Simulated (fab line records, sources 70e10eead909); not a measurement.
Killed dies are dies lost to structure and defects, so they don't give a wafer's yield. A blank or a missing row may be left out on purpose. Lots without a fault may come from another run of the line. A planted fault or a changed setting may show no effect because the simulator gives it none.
A struck lot beside a sound one | flow nand_harc | 15 steps out of a route of 1302
Sound: wafers L293.1, L293.2, L293.5. Struck: wafer L281.6. (L281.3 of the same lot was not struck and is left out.) The cause comes at the end.
At each step with rows: each side's tool, then ch and its chambers, then its first start. Under that, the readings that differ: sound wafers | struck wafers | difference of the means | sigmas: that difference in standard deviations of wafers without a fault.
alike: readings whose means differ by less than 2 such deviations, and words and numbers that are the same on both sides. not compared: withheld readings, readings that some wafer has no value for, bounds like >300 that may hide the same value, and numbers for which the record gives no deviation and whose values overlap.
The two part at a step that has a row with sigmas, a row that says differs or no value, or rows on one side only. Numbers that don't overlap but have no deviation are shown without sigmas and don't part them. A reading that every wafer of one side lacks parts them only if that side has two wafers or more.

first, 6 steps without rows for these wafers: NHARC_A_DECK1_JOINT_CVD_34 (deposits SiNx, target thk 20 nm); NHARC_A_DECK1_JOINT_DEP_06 (deposits SiOx, target thk 80 nm); NHARC_A_DECK1_JOINT_CURE_26 (time 32 s); NHARC_A_DECK1_JOINT_ANNEAL_27 (time 3600 s); NHARC_A_DECK1_JOINT_ANNEAL_28 (time 1800 s); NHARC_A_DECK1_JOINT_ANNEAL_29 (time 1800 s).
NHARC_A_DECK1_JOINT_CMP_02: polishes SiOx.
  sound on cmp-02 ch 0,1,2, day 18 11:22; struck on cmp-01 ch 1, day 13 10:11
  alike: motor_current_A, slurry_filter_dp_kPa
  not compared: pad_life_wafers
then, 1 step without rows for these wafers: NHARC_A_DECK1_JOINT_SRD_15.
NHARC_A_DECK1_JOINT_DEP_16: deposits SiO2, target thk 45 nm.
  sound on pecvd-04 ch 0,1,2, day 18 11:45; struck on pecvd-04 ch 2, day 13 10:35
  alike: heater_power_w, throttle_valve_pct
NHARC_A_DECK1_JOINT_THK_MEAS_17: measures by ellipsometry.
  sound on film_metro-02, day 18 12:02; struck on film_metro-02, day 13 10:49
  alike: thk_nm
NHARC_A_DECK1_JOINT_INSPECT_05:
  sound on defect_inspect-01, day 18 12:04; struck on defect_inspect-02, day 13 10:51
  reading          | sound       | struck | difference | sigmas
  raw_defect_count | 279 444 603 | 197    | -245       | -2
NHARC_A_ONON_D2_DEP_00: target thk 1000 nm.
  sound on pecvd_onon-02 ch 0, day 18 12:08; struck on pecvd_onon-02 ch 0, day 13 11:02
  alike: n2o_flow_sccm
NHARC_A_ONON_D2_THK_MEAS_02: measures by ellipsometry.
  sound on film_metro-02, day 18 12:39; struck on film_metro-02, day 13 11:25
  reading     | sound         | struck | difference | sigmas
  thk_nm (nm) | 1000 999 1000 | 1476   | +476       | +40
then, 1 step without rows for these wafers: NHARC_A_ONON_D2_DEP_03 (target thk 1000 nm).
NHARC_END_SORT_01:
  the record has rows for the sound wafers here (prober-01 ch 0, day 30 01:19) and none for the struck ones

WHERE THEY PART
First at NHARC_A_DECK1_JOINT_INSPECT_05; last, within this record, at NHARC_END_SORT_01.

WHY: what the simulator had put in
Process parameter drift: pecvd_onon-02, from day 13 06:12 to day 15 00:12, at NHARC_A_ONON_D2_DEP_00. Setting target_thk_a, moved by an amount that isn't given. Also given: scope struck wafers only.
